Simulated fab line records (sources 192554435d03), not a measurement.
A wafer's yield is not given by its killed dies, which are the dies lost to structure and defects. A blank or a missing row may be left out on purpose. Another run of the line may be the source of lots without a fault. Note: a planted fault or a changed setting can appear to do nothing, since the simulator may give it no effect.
Lot-split experiment | flow n5_finfet | route with 1938 steps; 7 lots, 16 wafers read

## THE SPLIT ITSELF
At N5_BEOL_M3_SPUTTER_79 (material Cu, target thk 4.5 nm, time 8.29 s), the setting time_s was moved away from the recipe's 8.29 s on 4 of the 16 wafers read, by +6.6% to +13.2%. For the rest of the wafers, this setting stayed at what the recipe calls for.

The reading is taken at the split's own step.

## THE READING
Cu_of_BEOL_M3_SPUTTER_79.thk_nm (the simulator's own value, which no gauge read), in nm, at N5_BEOL_M3_SPUTTER_79 (material Cu, target thk 4.5 nm, time 8.29 s). No usual value for it is given in the file. Across the 12 wafers here that went through the recipe, the average is 4.5 nm and the standard deviation 0.12 nm.

wafer  | tool, chamber at the split | time_s as run, s | against the recipe | Cu_of_BEOL_M3_SPUTTER_79.thk_nm, nm | against lot-mates on the recipe
L074.2 | pvd_sputter-03, -          | 8.29             | recipe             | 4.6                                 | -
L074.4 | pvd_sputter-03, -          | 8.29             | recipe             | 4.6                                 | -
L075.2 | pvd_sputter-01, -          | 8.29             | recipe             | 4.4                                 | -
L075.6 | pvd_sputter-01, -          | 8.839            | +6.6%              | 4.8                                 | +0.4
L082.2 | pvd_sputter-03, -          | 8.29             | recipe             | 4.4                                 | -
L082.3 | pvd_sputter-03, -          | 8.99             | +8.4%              | 4.8                                 | +0.4
L085.2 | pvd_sputter-02, -          | 9.385            | +13.2%             | 5.2                                 | +0.6
L085.5 | pvd_sputter-02, -          | 8.29             | recipe             | 4.6                                 | -
L088.2 | pvd_sputter-01, -          | 8.29             | recipe             | 4.4                                 | -
L088.4 | pvd_sputter-01, -          | 8.29             | recipe             | 4.4                                 | -
L088.6 | pvd_sputter-01, -          | 8.29             | recipe             | 4.4                                 | -
L091.1 | pvd_sputter-01, -          | 8.29             | recipe             | 4.4                                 | -
L091.2 | pvd_sputter-01, -          | 8.29             | recipe             | 4.4                                 | -
L091.6 | pvd_sputter-01, -          | 8.29             | recipe             | 4.2                                 | -
L097.4 | pvd_sputter-01, -          | 8.29             | recipe             | 4.6                                 | -
L097.5 | pvd_sputter-01, -          | 8.957            | +8.0%              | 4.8                                 | +0.2

FIT RESULTS
A straight line over all 16 wafers: Cu_of_BEOL_M3_SPUTTER_79.thk_nm changes by +0.0512 nm for each +1% of time_s; r = +0.89; the points scatter about the line by 0.12 nm.
The same after taking each lot's own level away (the mean of its wafers on the recipe; 16 wafers): +0.0439 nm for each +1%; r = +0.94; scatter 0.067 nm.
According to that fit, moving time_s by its largest amount changes the reading by 0.58 nm.
Measured against the standard deviation above, the lots' own levels, which go from 4.33 to 4.60 nm, span 2.2 times it.
Hence the slope depends on the lot-to-lot level, as the two fits are not the same.
Check: +0.56 nm against its lot-mates is what the line predicts for one of the wafers moved furthest among these (+13.2%) when that wafer is left out of the fit. Against them it came out at +0.6 nm.

## ADDITIONAL SPLITS CARRIED BY THESE WAFERS
Before the reading, these wafers also passed through other splits. Each is held against what the fit with the lots' levels taken away leaves over:
other split on the same wafers           | wafers away from the commonest value | r with Cu_of_BEOL_M3_SPUTTER_79.thk_nm (lot level and that fit taken away)
N5_GATE_CUT_EXPOSE_10 dose_mj            | 3                                    | -0.20
N5_MOL_CONTACT_COAG_ETCH_110 bias_w      | 3                                    | -0.47
N5_MOL_CONTACT_COAG_CVD_140 target_thk_a | 4                                    | -0.08
N5_BEOL_M0_SAQP_COAT_34 spin_rpm         | 4                                    | +0.25
N5_BEOL_M1_PECVD_72 time_s               | 4                                    | -0.05
N5_BEOL_M1_COAT_05 spin_rpm              | 4                                    | +0.32
N5_BEOL_M1_COAT_76 time_s                | 8                                    | +0.22

## FILE'S OWN FIT
Cu_of_BEOL_M3_SPUTTER_79.thk_nm changes by +0.0439 nm for each +1% of time_s, r = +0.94.
